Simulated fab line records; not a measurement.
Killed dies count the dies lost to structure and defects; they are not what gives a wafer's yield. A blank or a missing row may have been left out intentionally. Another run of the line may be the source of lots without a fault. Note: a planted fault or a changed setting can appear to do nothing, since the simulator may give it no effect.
Chamber matching | flow n5-finfet | 3 sister chambers for N5_BEOL_M0_CO_CAP_123 on cvd-co-01
The step material Co, precursor CCTBA/H2, target thk 2 nm, time 102.1 s. 6 wafers are shown with their chamber, then 12 later ones without.

EACH WAFER AND ITS CHAMBER
wafer  | chamber | heater-power-w (W)
L081.2 | 1       | 234
L081.5 | 1       | 235
L085.6 | 2       | 233
L091.1 | 2       | 234
L091.2 | 0       | 225
L091.4 | 0       | 222

WAFERS WITH NO CHAMBER GIVEN
wafer  | heater-power-w (W)
L092.1 | 235
L092.2 | 226
L092.6 | 226
L094.1 | 227
L094.3 | 239
L094.4 | 237
L095.1 | 223
L095.2 | 237
L095.5 | 235
L096.1 | 224
L096.5 | 221
L096.6 | 232

WHICH CHAMBER EACH ONE RAN IN
wafer  | from the rows above     | in truth
L092.1 | can't be placed: 1 or 2 | 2
L092.2 | 0                       | 0
L092.6 | 0                       | 0
L094.1 | 0                       | 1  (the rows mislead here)
L094.3 | can't be placed: 1 or 2 | 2
L094.4 | can't be placed: 1 or 2 | 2
L095.1 | 0                       | 0
L095.2 | can't be placed: 1 or 2 | 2
L095.5 | can't be placed: 1 or 2 | 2
L096.1 | 0                       | 0
L096.5 | 0                       | 0
L096.6 | can't be placed: 2 or 1 | 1
Placed correctly: 5 of 12. Cannot be placed on the basis of these rows: 6; the candidates contain the true chamber in 6. Wrongly placed: 1.
How it was worked out, from the rows above alone: a wafer's distance from a chamber is the root of the sum, over the readings, of the square of ((its reading less the chamber's mean) divided by the reading's scatter). The wafer belongs to the nearest chamber; if the next one is less than 2 further off, it can't be placed. Each chamber's mean is taken over the wafers shown for it. How the scatter is found: for the shown wafers, subtract from each reading the mean of its chamber, square and add these, divide the total by (wafers less chambers), then take the root.
